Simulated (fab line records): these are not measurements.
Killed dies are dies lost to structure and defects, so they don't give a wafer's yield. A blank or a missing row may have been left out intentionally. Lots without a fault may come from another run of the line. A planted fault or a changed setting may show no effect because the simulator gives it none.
8D (eight disciplines) problem report, filled in by code :: flow nand_harc :: the parts of the form that need people (team, actions taken, sign-off) are left out

1. WHAT IS WRONG
Wafers without a fault read 3.7 with a standard deviation of 2.7, while killed_at_periphery at NHARC_END_SORT_01 averages 81.0 across 3 wafers of 1 lot. That is +29 standard deviations from the usual mean.
First observed at day 22 00:20: wafer L769.2, on prober-01. The record holds 39 wafers of 13 lots with a number at this step. The rule behind "out" and "out of limits": a value lying over 4 standard deviations away from the usual mean. Any other wafer with a number is counted as sound.

2. WHAT IT IS, AND WHAT IT ISN'T
question: which readings at this step
is: killed_at_periphery, defect_limited_yield, killed_dies, sort_bin_2_pct, sort_bin_3_pct, sort_n_pass, sort_yield_pct
is not: killed_at_array, killed_at_other, killed_open, killed_short, sort_rim_yield_pct

question: which lots
is: L769
is not: L762, L763, L764, L766, L770, L771, L773, L777, L779, L781, L782, L784

question: which wafers of those lots
is: all that have a number
is not: -

question: read on which gauges
is: prober-01
is not: prober-02

question: when
is: from day 22 00:20
is not: up to then (12 sound wafers); but 24 sound wafers of L770, L771, L773, L777, L779, L781, L782, L784 came after

3. THE SUSPECTS, EACH WITH WHAT RULES IT OUT
Counting: a tool at any process step up to the reading remains a suspect when it ran all the lots that are out and ran no sound lot after the first of those.
- the gauge at NHARC_END_SORT_01: kept. All the wafers that are out were read on prober-01, and no step on other tools shows them out.
- pvd_sputter-02 at NHARC_P_M1_PVD_21 (deposits Cu, target thk 30 nm, time 20.49 s): kept. It ran the lot that is out, L769 (day 7 23:58), and no sound lot after that; its last sound lot up to then is L763 (day 6 13:47).
- rie_diel-01 at NHARC_THIN_TSV_DESCUM_14 (chemistry O2, time 3 s): ruled out as a lasting fault. The sound lots L777, L784 went through it after L769, its earliest lot that is out (day 21 01:41).
- pecvd-02 at NHARC_THIN_TSV_DEP_47 (deposits SiO2, target thk 200 nm): kept. It ran the lot that is out, L769 (day 21 03:24), and no sound lot after that; its last sound lot up to then is L763 (day 19 20:23).
After the count, these remain: pvd_sputter-02 at NHARC_P_M1_PVD_21, pecvd-02 at NHARC_THIN_TSV_DEP_47 and prober-01 at NHARC_END_SORT_01.

4. THE CAUSE (what the simulator had put in)
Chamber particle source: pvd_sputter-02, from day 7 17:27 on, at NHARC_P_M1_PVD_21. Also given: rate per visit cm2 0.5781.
3 suspects survive the count, and this tool is in that group.

5. THE EFFECT CHAIN, in route order
Each row: a reading where the mean over the struck wafers with a number is more than 3 standard deviations away from the usual. Scope: only readings with a usual standard deviation given in the record; hours: median across lots of the time from each lot's start at the first step in this table that gives one to its start at this step; sigmas: change in usual standard deviations.
hours: 0
step: NHARC_END_SORT_01
reading: defect_limited_yield
usual: 95.4 %
on struck wafers: 85.4
change: -10.0
sigmas: -5.6

hours: 0
step: NHARC_END_SORT_01
reading: killed_at_periphery
usual: 3.7
on struck wafers: 81.0
change: +77.3
sigmas: +29

hours: 0
step: NHARC_END_SORT_01
reading: killed_dies
usual: 31
on struck wafers: 99
change: +68
sigmas: +5.7

hours: 0
step: NHARC_END_SORT_01
reading: sort_bin_2_pct
usual: 1.4 %
on struck wafers: 7.1
change: +5.7
sigmas: +7.7

hours: 0
step: NHARC_END_SORT_01
reading: sort_bin_3_pct
usual: 0.25 %
on struck wafers: 2.51
change: +2.26
sigmas: +11

hours: 0
step: NHARC_END_SORT_01
reading: sort_n_pass
usual: 646
on struck wafers: 578
change: -68
sigmas: -5.7

hours: 0
step: NHARC_END_SORT_01
reading: sort_yield_pct
usual: 95.4 %
on struck wafers: 85.4
change: -10.0
sigmas: -5.6

6. WHAT WOULD HAVE CAUGHT IT SOONER
Counted from the fault's start at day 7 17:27, it took 343 hours until the first out-of-limits reading at a measuring or inspecting step in this record, taken at day 22 00:20.
Of the tool readings at NHARC_P_M1_PVD_21 for which the record gives a usual standard deviation, none was out on any struck wafer, so an alarm limit of 4 standard deviations on them would not have fired.
Each of the lots that are out, 1 in all, had begun NHARC_P_M1_PVD_21 on pvd_sputter-02 no later than day 22 00:20. Had the tool been put on hold then, not one of them would have been saved.
